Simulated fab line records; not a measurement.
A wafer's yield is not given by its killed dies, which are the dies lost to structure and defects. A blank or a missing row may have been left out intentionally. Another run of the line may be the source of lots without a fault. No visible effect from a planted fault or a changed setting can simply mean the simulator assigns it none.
fab line records ; flow n5_finfet
record: lots: 8; wafers: 24; last_day: 19
route steps=1938 shown FIN_SAQP@114 BEOL_M4@1111 PASSIVATION@1936
lots untouched by any fault: they come from a run of this same line in which no faults occurred
start_h: the number of hours between the record's first day and the start of the first shown wafer of the lot ; wait_h: hours elapsed since this lot's preceding step ; " same as the row above ; L1.1+2: several wafers, shown together as one row ; - no value, or no start given ; * or withheld: withheld ; < > ~ a bound
route shown NAME@n: a module of which the file shows steps, and the number in the route of the first ; usual: mean and standard deviation over wafers with no fault ; same: alike in all rows ; chamber/n: place in a boat ; sites: the reading at each site ; _std_site: standard deviation across them ; _edge_site: mean of outer sites minus mean of inner sites ; radius_mm: how far each site lies from the wafer's centre ; mask NAME#n: copy n ; behind: the last tool/chamber to shape the wafer ; hold: what put the lot on hold/how long, in hours/how the hold closed ; device: the n, p or np transistor that did not switch ; end of line: at the end of the route, the tests of the same wafers ; a step without rows: its recipe alone ; killed: not the wafer's yield, but the dies lost to structure and defects at the first sort ; map: the dies of a wafer, with x for killed, . for not killed, _ for no die there
set.NAME: the setting the step ran with; set.NAME@STEP: the setting that earlier step ran with ; model.NAME: the simulator's own value behind a step, which no gauge read
the route's steps for a sample of lots (tables are steps, rows are wafers)
services: from which hour (start_h, from the record's first day; less than 0 if before it) a tool's chamber was out of use, for how many hours, and why
== steps ==
step: N5_FIN_SAQP_DESCUM_21
recipe: chemistry: O2; time_s: 7.9; source_power_w: 50; bias_power_w: 20; pressure_mtorr: 20; rf_frequency_hz: 2.712e+07; temp_c: 40; resist: CAR-ArF; o2_flow_sccm: 225
usual: chamber_pressure_mTorr: 20.003/0.03; drypump_motor_current_A: 5.7/0.54; oes_product_au: 0.77/0.08; rf_vpp_V: 243.3/1.4; showerhead_plenum_p_Torr: 2.10/0.076; throttle_valve_pct: 20.47/0.24
lot.wafer;tool;chamber;start_h;wait_h;chamber_pressure_mTorr;drypump_motor_current_A;oes_product_au;rf_hours_counter_h;rf_vpp_V;showerhead_plenum_p_Torr;throttle_valve_pct
L582.1;rie_diel-03;3;21.91;0.3;19.992;6.3;0.78;146;242.2;2.10;20.20
L582.3;rie_diel-03;2;21.91;0.3;20.025;6.5;0.73;181;245.8;2.18;20.56
L582.5;rie_diel-03;2;21.91;0.3;19.990;6.5;0.74;-;244.3;2.18;20.56
L584.1;rie_diel-04;3;34.76;0.0;19.979;6.0;0.75;164;245.4;2.18;20.22
L584.3;rie_diel-04;0;34.76;0.0;20.012;5.8;0.74;167;241.2;2.00;20.58
L584.4;rie_diel-04;2;34.76;0.0;20.018;5.3;0.73;169;241.6;2.00;20.64
L594.3;rie_diel-04;0;95.71;0.0;19.995;5.7;0.72;185;242.2;1.99;20.61
L594.4;rie_diel-04;1;95.71;0.0;19.989;6.2;0.82;83;243.7;2.12;20.78
L594.5;rie_diel-04;0;95.71;0.0;20.008;5.7;0.73;-;241.6;1.99;20.57
L595.2;rie_diel-04;3;100.26;0.0;20.001;6.0;0.72;186;243.9;2.18;20.28
L595.4;rie_diel-04;1;100.26;0.0;19.992;6.2;0.81;84;242.7;2.12;20.78
L595.6;rie_diel-04;2;100.26;0.0;19.994;5.3;0.70;-;242.4;1.99;20.71
L596.3;rie_diel-03;0;105.97;0.0;20.016;5.2;0.75;162;244.3;2.08;19.98
L596.5;rie_diel-03;3;105.97;0.0;20.010;6.3;0.75;-;242.3;2.09;20.22
L596.6;rie_diel-03;2;105.97;0.0;20.023;6.5;0.71;-;243.1;2.16;20.61
L599.1;rie_diel-01;3;125.01;1.0;19.987;5.8;0.74;179;243.2;2.08;20.56
L599.2;rie_diel-01;2;125.01;1.0;20.015;5.2;0.89;44;244.7;2.14;20.63
L599.6;rie_diel-01;2;125.01;1.0;20.007;5.2;0.88;-;242.8;2.14;20.61
L602.2;rie_diel-01;3;142.31;0.0;20.041;5.7;0.73;185;242.8;2.08;20.55
L602.3;rie_diel-01;2;142.31;0.0;19.982;5.2;0.88;51;243.4;2.13;20.63
L602.6;rie_diel-01;2;142.31;0.0;19.985;5.2;0.88;-;243.1;2.13;20.63
L603.2;rie_diel-03;1;148.16;0.0;19.997;4.9;0.89;47;245.7;2.21;20.41
L603.5;rie_diel-03;1;148.16;0.0;20.030;4.9;0.89;-;245.5;2.21;20.42
L603.6;rie_diel-03;0;148.16;0.0;19.989;5.1;0.74;-;243.1;2.07;19.97
step: N5_FIN_SAQP_ETCH_51
recipe: chemistry: CF4; target: SiARC; target_depth_a: 455; mask_material: CAR-ArF; time_s: 75.8; ion_energy_ev: 80; pressure_mtorr: 40; source_w: 545; bias_w: 36; Ar_flow_sccm: 100; cf4_flow_sccm: 100; ends: cleared
usual: chamber_pressure_mTorr: 40.01/0.053; drypump_motor_current_A: 5.7/0.54; etch_rf_on_time_s: 76.0/1.4; oes_product_au: 0.66/0.07; rf_vpp_V: 184.2/1.3; showerhead_plenum_p_Torr: 2.15/0.073; throttle_valve_pct: 15.66/0.19
lot.wafer;tool;chamber;start_h;wait_h;chamber_pressure_mTorr;drypump_motor_current_A;etch_rf_on_time_s;oes_product_au;rf_hours_counter_h;rf_vpp_V;showerhead_plenum_p_Torr;throttle_valve_pct
L582.1;rie_diel-03;3;21.95;0.0;40.07;6.3;75.5;0.66;146;184.2;2.14;15.41
L582.3;rie_diel-03;2;21.95;0.0;40.01;6.5;75.0;0.63;181;185.8;2.22;15.70
L582.5;rie_diel-03;2;21.95;0.0;40.05;6.5;75.5;0.63;-;183.4;2.22;15.72
L584.1;rie_diel-04;3;34.79;0.0;40.03;6.0;75.0;0.64;164;184.5;2.23;15.47
L584.3;rie_diel-04;0;34.79;0.0;40.00;5.7;75.3;0.63;167;183.3;2.05;15.78
L584.4;rie_diel-04;2;34.79;0.0;39.93;5.3;78.0;0.61;169;182.4;2.05;15.81
L594.3;rie_diel-04;0;95.75;0.0;39.97;5.8;53.1;0.76;185;182.9;2.05;15.80
L594.4;rie_diel-04;1;95.75;0.0;40.03;6.2;75.7;0.70;83;186.0;2.17;15.87
L594.5;rie_diel-04;0;95.75;0.0;39.99;5.7;75.9;0.61;-;182.1;2.05;15.80
L595.2;rie_diel-04;3;100.30;0.0;40.04;6.0;54.1;0.76;186;185.4;2.22;15.54
L595.4;rie_diel-04;1;100.30;0.0;39.91;6.2;76.0;0.70;84;183.8;2.17;15.87
L595.6;rie_diel-04;2;100.30;0.0;39.99;5.3;78.1;0.60;-;182.7;2.05;15.87
L596.3;rie_diel-03;0;106.01;0.0;40.00;5.2;76.3;0.63;162;185.1;2.14;15.31
L596.5;rie_diel-03;3;106.01;0.0;39.99;6.3;77.0;0.64;-;183.7;2.14;15.43
L596.6;rie_diel-03;2;106.01;0.0;40.04;6.5;75.4;0.61;-;186.5;2.20;15.77
L599.1;rie_diel-01;3;125.04;0.0;40.07;5.8;76.0;0.62;179;182.8;2.13;15.76
L599.2;rie_diel-01;2;125.04;0.0;40.02;5.2;75.5;0.75;44;184.5;2.18;15.70
L599.6;rie_diel-01;2;125.04;0.0;39.97;5.2;75.0;0.75;-;184.3;2.18;15.69
L602.2;rie_diel-01;3;142.34;0.0;40.02;5.8;75.5;0.62;185;184.1;2.13;15.79
L602.3;rie_diel-01;2;142.34;0.0;40.04;5.2;75.3;0.75;51;184.4;2.18;15.70
L602.6;rie_diel-01;2;142.34;0.0;39.94;5.2;75.4;0.75;-;183.6;2.18;15.69
L603.2;rie_diel-03;1;148.19;0.0;39.99;4.8;73.8;0.76;47;187.2;2.26;15.57
L603.5;rie_diel-03;1;148.19;0.0;39.95;4.8;74.0;0.76;-;184.9;2.26;15.57
L603.6;rie_diel-03;0;148.19;0.0;40.03;5.2;76.9;0.63;-;185.3;2.14;15.34
step: N5_FIN_SAQP_ETCH_52
recipe: chemistry: N2/H2; target: SOC; target_depth_a: 1000; overetch_a: 200; mask_material: SiARC; temp_c: 40; time_s: 150; ion_energy_ev: 200; pressure_mtorr: 30; source_w: 840; bias_w: 150; n2_flow_sccm: 200; h2_flow_sccm: 200; ends: end_point
usual: chamber_pressure_mTorr: 30.001/0.028; drypump_motor_current_A: 5.8/0.54; oes_product_au: 0.69/0.067; rf_vpp_V: 524.2/2.6; showerhead_plenum_p_Torr: 2.55/0.089; throttle_valve_pct: 17.87/0.22
lot.wafer;tool;chamber;start_h;wait_h;chamber_pressure_mTorr;drypump_motor_current_A;oes_product_au;rf_hours_counter_h;rf_vpp_V;showerhead_plenum_p_Torr;throttle_valve_pct
L582.1;rie_diel-03;3;22.00;0.0;30.010;6.3;0.68;147;525.3;2.55;17.58
L582.3;rie_diel-03;2;22.00;0.0;30.000;6.5;0.66;181;524.6;2.63;17.91
L582.5;rie_diel-03;2;22.00;0.0;29.977;6.5;0.66;-;525.9;2.63;17.90
L584.1;rie_diel-04;3;34.85;0.0;30.047;6.0;0.68;164;525.7;2.64;17.69
L584.3;rie_diel-04;0;34.85;0.0;30.008;5.7;0.66;167;520.0;2.44;18.04
L584.4;rie_diel-04;2;34.85;0.0;29.963;5.3;0.65;169;521.6;2.43;18.04
L594.3;rie_diel-04;0;95.80;0.0;29.993;5.8;0.65;185;521.7;2.43;18.08
L594.4;rie_diel-04;1;95.80;0.0;30.037;6.2;0.73;83;524.4;2.57;18.11
L594.5;rie_diel-04;0;95.80;0.0;30.011;5.8;0.64;-;520.7;2.43;18.07
L595.2;rie_diel-04;3;100.36;0.0;29.988;6.0;0.66;186;526.1;2.63;17.71
L595.4;rie_diel-04;1;100.36;0.0;30.037;6.2;0.72;84;525.5;2.57;18.12
L595.6;rie_diel-04;2;100.36;0.0;30.033;5.3;0.63;-;521.9;2.42;18.07
L596.3;rie_diel-03;0;106.06;0.0;29.998;5.2;0.66;163;524.4;2.54;17.49
L596.5;rie_diel-03;3;106.06;0.0;30.004;6.3;0.67;-;523.5;2.54;17.62
L596.6;rie_diel-03;2;106.06;0.0;29.991;6.5;0.63;-;525.6;2.62;17.97
L599.1;rie_diel-01;3;125.10;0.0;29.979;5.8;0.65;179;524.3;2.53;17.95
L599.2;rie_diel-01;2;125.10;0.0;30.008;5.2;0.78;44;524.7;2.59;18.00
L599.6;rie_diel-01;2;125.10;0.0;30.028;5.2;0.79;-;523.8;2.59;18.01
L602.2;rie_diel-01;3;142.40;0.0;30.005;5.8;0.66;185;521.4;2.52;17.97
L602.3;rie_diel-01;2;142.40;0.0;29.976;5.2;0.77;51;527.1;2.58;18.01
L602.6;rie_diel-01;2;142.40;0.0;29.952;5.2;0.78;-;525.9;2.58;18.01
L603.2;rie_diel-03;1;148.25;0.0;30.035;4.9;0.78;47;528.7;2.70;17.73
L603.5;rie_diel-03;1;148.25;0.0;29.985;4.9;0.79;-;527.9;2.70;17.74
L603.6;rie_diel-03;0;148.25;0.0;29.989;5.2;0.66;-;523.4;2.54;17.48
step: N5_FIN_SAQP_SPACER1_ALD_24
recipe: material: SiO2; target_thk_a: 203; temp_c: 300; ald_precursor_family: BDEAS; ald_co_reactant: O2-plasma; pulse_time_s: 1; purge_time_s: 2; co_reactant_purge_time_s: 2; ald_cycles: 218; pressure_torr: 2
usual: heater_power_w: 478/46; precursor_pulse_height_rel: 1.000/0.021
lot.wafer;tool;chamber;start_h;wait_h;heater_power_w;precursor_pulse_height_rel
L582.1;ald_sin-02;0;23.00;0.3;469;1.002
L582.3;ald_sin-02;3;23.00;0.3;511;1.024
L582.5;ald_sin-02;2;23.00;0.3;534;1.006
L584.1;ald_sin-03;1;37.61;1.5;446;1.001
L584.3;ald_sin-03;0;37.61;1.5;520;1.006
L584.4;ald_sin-03;3;37.61;1.5;461;1.008
L594.3;ald_sin-01;3;96.93;0.3;486;1.007
L594.4;ald_sin-01;0;96.93;0.3;451;1.025
L594.5;ald_sin-01;3;96.93;0.3;493;1.006
L595.2;ald_sin-01;2;101.35;0.3;522;1.006
L595.4;ald_sin-01;0;101.35;0.3;444;1.012
L595.6;ald_sin-01;1;101.35;0.3;535;0.989
L596.3;ald_sin-01;1;107.08;0.1;523;1.011
L596.5;ald_sin-01;2;107.08;0.1;520;1.014
L596.6;ald_sin-01;1;107.08;0.1;509;0.999
L599.1;ald_sin-03;0;126.19;0.3;519;0.987
L599.2;ald_sin-03;1;126.19;0.3;432;0.994
L599.6;ald_sin-03;1;126.19;0.3;441;0.987
L602.2;ald_sin-02;1;143.40;0.3;371;1.004
L602.3;ald_sin-02;0;143.40;0.3;467;0.996
L602.6;ald_sin-02;3;143.40;0.3;506;1.002
L603.2;ald_sin-03;0;149.24;0.3;506;0.996
L603.5;ald_sin-03;1;149.24;0.3;441;0.985
L603.6;ald_sin-03;0;149.24;0.3;515;1.007
step: N5_BEOL_M4_RC_MEAS_101
usual: DIBL_N: 36.6/1.1; DIBL_P: 36.7/1.5; IOFF_N: 0.155/0.019; IOFF_P: 0.208/0.025; ION_N: 673/8.5; ION_P: 462/5.9; SS_N: 71.6/0.58; SS_P: 73.5/0.51; VT_N: 250.7/2.4; VT_P: -251/3
lot.wafer;tool;chamber;start_h;wait_h;DIBL_N[mV/V];DIBL_P[mV/V];IOFF_N[nA/um];IOFF_P[nA/um];ION_N[uA/um];ION_P[uA/um];SS_N[mV/dec];SS_P[mV/dec];VT_N[mV];VT_P[mV]
L582.1;prober-02;0;233.55;0.0;36.8;35.9;0.146;0.228;660;468;71.4;73.2;254.4;-246
L582.3;prober-02;0;233.55;0.0;37.3;36.5;0.154;0.235;669;467;71.2;73.5;251.4;-244
L582.5;prober-02;0;233.55;0.0;36.5;35.9;0.142;0.226;662;464;71.4;74.0;251.8;-246
L584.1;prober-02;0;238.15;0.0;34.9;32.8;0.140;0.178;673;464;71.2;72.9;250.1;-251
L584.3;prober-02;0;238.15;0.0;36.0;34.5;0.161;0.202;675;466;71.0;72.9;248.8;-252
L584.4;prober-02;0;238.15;0.0;35.5;34.1;0.154;0.193;670;457;70.9;73.0;249.8;-251
L595.2;prober-02;0;306.82;0.2;35.0;35.5;0.156;0.220;674;467;72.4;73.4;250.1;-248
L595.4;prober-02;0;306.82;0.2;36.7;37.0;0.173;0.237;674;463;72.5;73.5;248.2;-248
L595.6;prober-02;0;306.82;0.2;35.6;36.5;0.162;0.226;679;466;71.6;72.8;250.3;-247
L594.3;prober-01;0;313.55;0.3;37.1;36.4;0.151;0.197;673;459;71.6;73.1;250.6;-255
L594.4;prober-01;0;313.55;0.3;35.0;34.6;0.121;0.174;664;458;71.2;72.9;257.0;-254
L594.5;prober-01;0;313.55;0.3;37.1;36.7;0.147;0.213;664;456;71.8;73.4;253.5;-252
L596.3;prober-02;0;316.95;0.3;36.3;35.8;0.140;0.223;671;470;71.6;73.5;249.9;-248
L596.5;prober-02;0;316.95;0.3;36.7;36.4;0.144;0.235;676;472;71.4;74.7;253.7;-247
L596.6;prober-02;0;316.95;0.3;37.9;38.5;0.168;0.263;668;471;72.0;74.8;250.2;-246
L599.1;prober-01;0;342.04;0.0;36.6;36.6;0.146;0.185;673;457;70.9;73.4;251.3;-254
L599.2;prober-01;0;342.04;0.0;37.4;38.0;0.164;0.200;673;457;72.1;73.1;249.9;-254
L599.6;prober-01;0;342.04;0.0;37.7;38.4;0.167;0.201;683;467;72.1;74.0;250.7;-252
L602.2;prober-01;0;347.62;0.2;36.1;37.2;0.149;0.219;661;463;71.4;73.3;254.1;-247
L602.3;prober-01;0;347.62;0.2;37.0;37.9;0.164;0.234;681;468;71.4;73.8;250.1;-246
L602.6;prober-01;0;347.62;0.2;35.9;37.1;0.144;0.219;662;458;71.4;73.0;251.0;-247
L603.2;prober-01;0;362.67;0.2;36.5;36.6;0.150;0.218;675;464;71.7;73.4;251.7;-249
L603.5;prober-01;0;362.67;0.2;37.8;37.9;0.170;0.245;677;469;71.5;74.2;252.2;-247
L603.6;prober-01;0;362.67;0.2;35.7;35.1;0.131;0.200;675;471;71.2;73.5;253.5;-248
step: N5_PASSIVATION_PROBE_49
usual: defect_limited_yield: 91.2/1.4; killed_at_M0_to_M3: 36/11; killed_at_M4_up: 14/5.6; killed_at_contacts: 12/5.9; killed_at_front_end: 38/13; killed_at_other: 3.5/2.7; killed_dies: 104/17; killed_open: 68/12; killed_short: 34/8.2; sort_bin_5_function: 5.1/0.95; sort_bin_6_memory: 3.3/0.7; sort_n_pass: 1076/17; sort_yield_pct: 91.2/1.4
same: gross_dies: 1180; killed_at_back_side: 0; sort_bin_4_leakage[%]: 0; sort_bin_8_speed[%]: 0
lot.wafer;tool;chamber;start_h;wait_h;defect_limited_yield[%];killed_at_M0_to_M3;killed_at_M4_up;killed_at_contacts;killed_at_front_end;killed_at_other;killed_dies;killed_open;killed_short;sort_bin_5_function[%];sort_bin_6_memory[%];sort_n_pass;sort_yield_pct[%]
L595.2;prober-01;-;414.61;0.1;90.1;31;33;13;40;0;117;66;43;6.2;3.5;1063;90.1
L595.4;prober-01;-;414.71;0.2;92.2;31;17;10;32;2;92;45;43;3.4;3.6;1088;92.2
L595.6;prober-01;-;414.81;0.3;92.6;22;14;4;45;2;87;45;34;3.6;2.8;1093;92.6
L594.3;prober-01;-;432.05;0.1;90.8;32;12;18;45;2;109;70;37;5.2;3.7;1071;90.8
L594.4;prober-01;-;432.10;0.2;92.4;37;9;10;32;2;90;58;27;4.9;2.3;1090;92.4
L594.5;prober-01;-;432.15;0.2;91.6;32;20;4;35;8;99;67;31;5.2;3.1;1081;91.6
L599.1;prober-01;-;442.89;0.0;90.8;52;29;6;19;2;108;68;37;5.3;3.3;1072;90.8
L599.2;prober-01;-;442.94;0.1;90.3;56;24;12;22;0;114;83;27;5.3;4.2;1066;90.3
L599.6;prober-01;-;443.14;0.3;90.4;60;8;14;29;2;113;70;43;5.9;3.4;1067;90.4
L602.2;prober-01;-;453.11;0.1;91.5;34;10;16;37;3;100;68;30;4.5;3.7;1080;91.5
L602.3;prober-01;-;453.16;0.1;89.1;47;10;22;49;1;129;95;32;6.4;4.1;1051;89.1
L602.6;prober-01;-;453.31;0.3;93.5;19;17;14;24;3;77;56;20;4.6;1.7;1103;93.5
killed by level:class
L595.2 BEOL_M4:geometric_particle:short=11 BEOL_M4:geometric_particle:open=11 MOL_CONTACT_COAG:geometric_particle:open=8 BEOL_M0_SAQP:geometric_particle:short=8 FIN_SAQP:geometric_particle:open=7 STI_FIN_REVEAL:geometric_particle:open=7 ILD0:geometric_particle:short=7 BEOL_M3:geometric_particle:open=6
L595.4 BEOL_M0_SAQP:geometric_particle:open=9 MOL_CONTACT_COAG:geometric_particle:open=9 BEOL_M0_SAQP:geometric_particle:short=9 BEOL_M4:geometric_particle:short=8 FIN_SAQP:geometric_particle:short=7 STARTING-WAFER:geometric_particle:short=6 BEOL_M4:geometric_particle:open=5 BEOL_M3:geometric_particle:open=4
L595.6 FIN_SAQP:geometric_particle:open=10 STI_FIN_REVEAL:geometric_particle:open=8 BEOL_M3:geometric_particle:open=7 BEOL_M4:geometric_particle:short=7 HKMG_FIN:area_etch=7 BEOL_M2:geometric_particle:short=6 FIN_SAQP:geometric_particle:short=5 STARTING-WAFER:geometric_particle:short=4
L594.3 STI_FIN_REVEAL:geometric_particle:open=15 MOL_CONTACT_COAG:geometric_particle:open=15 FIN_SAQP:geometric_particle:short=6 BEOL_M0_SAQP:geometric_particle:open=6 BEOL_M3:geometric_particle:open=6 BEOL_M5:geometric_particle:short=5 BEOL_M2:geometric_particle:open=5 FIN_SAQP:geometric_particle:open=4
L594.4 STI_FIN_REVEAL:geometric_particle:open=11 BEOL_M3:geometric_particle:open=11 MOL_CONTACT_COAG:geometric_particle:open=7 BEOL_M2:geometric_particle:open=6 DUMMY_GATE:geometric_particle:open=5 BEOL_M0_SAQP:geometric_particle:short=5 BEOL_M3:geometric_particle:short=5 ILD0:geometric_particle:open=4
L594.5 STI_FIN_REVEAL:geometric_particle:open=11 BEOL_M2:geometric_particle:open=10 BEOL_M4:geometric_particle:open=9 BEOL_M0_SAQP:geometric_particle:short=7 FIN_SAQP:geometric_particle:open=5 GATE_CUT:geometric_particle:short=5 BEOL_M3:geometric_particle:open=5 BEOL_M0_SAQP:geometric_particle:open=4
L599.1 BEOL_M0_SAQP:geometric_particle:short=15 BEOL_M4:geometric_particle:open=14 BEOL_M0_SAQP:geometric_particle:open=11 BEOL_M3:geometric_particle:open=10 GATE_CUT:geometric_particle:short=5 BEOL_M1:geometric_particle:open=5 BEOL_M1:geometric_particle:short=5 MOL_CONTACT_COAG:geometric_particle:open=4
L599.2 BEOL_M1:geometric_particle:open=17 BEOL_M2:geometric_particle:open=10 BEOL_M3:geometric_particle:open=10 MOL_CONTACT_COAG:geometric_particle:open=8 BEOL_M4:geometric_particle:open=8 STARTING-WAFER:geometric_particle:short=5 FIN_SAQP:geometric_particle:open=4 MOL_CONTACT_COAG:geometric_particle:short=4
L599.6 BEOL_M0_SAQP:geometric_particle:open=15 BEOL_M0_SAQP:geometric_particle:short=13 BEOL_M3:geometric_particle:open=10 MOL_CONTACT_COAG:geometric_particle:open=10 BEOL_M1:geometric_particle:open=9 FIN_SAQP:geometric_particle:open=8 FIN_SAQP:geometric_particle:short=5 GATE_CUT:geometric_particle:short=4
L602.2 STI_FIN_REVEAL:geometric_particle:open=14 MOL_CONTACT_COAG:geometric_particle:open=9 BEOL_M0_SAQP:geometric_particle:short=8 MOL_CONTACT_COAG:geometric_particle:short=7 BEOL_M3:geometric_particle:open=7 BEOL_M4:geometric_particle:open=6 GATE_CUT:geometric_particle:open=6 FIN_SAQP:geometric_particle:open=5
L602.3 STI_FIN_REVEAL:geometric_particle:open=20 MOL_CONTACT_COAG:geometric_particle:open=19 BEOL_M2:geometric_particle:open=12 BEOL_M3:geometric_particle:open=11 BEOL_M0_SAQP:geometric_particle:open=7 BEOL_M0_SAQP:geometric_particle:short=7 DUMMY_GATE:geometric_particle:open=5 FIN_SAQP:geometric_particle:open=4
L602.6 BEOL_M4:geometric_particle:open=11 MOL_CONTACT_COAG:geometric_particle:open=10 STI_FIN_REVEAL:geometric_particle:open=7 DUMMY_GATE:geometric_particle:open=5 BEOL_M2:geometric_particle:open=5 MOL_CONTACT_COAG:geometric_particle:short=4 BEOL_M4:geometric_particle:short=4 GATE_CUT:geometric_particle:short=3
== services ==
tool;chamber;start_h;hours;kind
ald_sin-02;0;0.40;8.9;repair
ald_sin-02;2;1.94;2.5;repair
rie_diel-04;3;4.78;2.6;repair
rie_diel-03;0;18.27;16.0;repair
ald_sin-01;-;20.91;1.4;repair
rie_diel-03;3;23.58;19.5;repair
rie_diel-01;3;26.23;9.7;repair
rie_diel-04;0;59.40;5.4;repair
ald_sin-01;-;77.27;1.1;repair
ald_sin-03;-;85.26;14.0;pm
ald_sin-03;0;85.26;14.0;vent_cycle
rie_diel-01;0;86.31;-;clean
rie_diel-01;0;86.31;-;consumable_replace:focus_ring
rie_diel-01;0;86.31;26.0;scheduled_down
rie_diel-01;0;86.31;26.0;vent_cycle
rie_diel-03;3;94.86;2.8;repair
rie_diel-04;-;116.95;2.8;pm
rie_diel-03;-;119.03;14.6;pm
ald_sin-01;3;130.77;3.8;repair
rie_diel-01;1;135.93;-;clean
rie_diel-01;1;135.93;-;consumable_replace:focus_ring
rie_diel-01;1;135.93;17.1;scheduled_down
rie_diel-01;1;135.93;17.1;vent_cycle
ald_sin-02;1;147.00;15.9;repair
== key ==
first_sign: step: N5_FIN_SAQP_ETCH_51; reading: etch_rf_on_time_s; direction: down; sigmas: 16; usual: *; struck: *
effect none on later readings
met_at N5_FIN_SAQP_ETCH_51
struck_lots L594,L595
struck_wafers L594.3,L595.2
not_acting_at N5_FIN_SAQP_DESCUM_21,N5_FIN_SAQP_ETCH_52,N5_FIN_SAQP_SPACER1_ALD_24
onset_between 34.79 95.75
fault: kind: process_parameter_drift; tool: rie_diel-04; chamber: -; onset_h: 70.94; steps: N5_FIN_SAQP_ETCH_51; channel: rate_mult; offset: 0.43; shape: step; end_h: 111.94; scope: struck_wafers_only
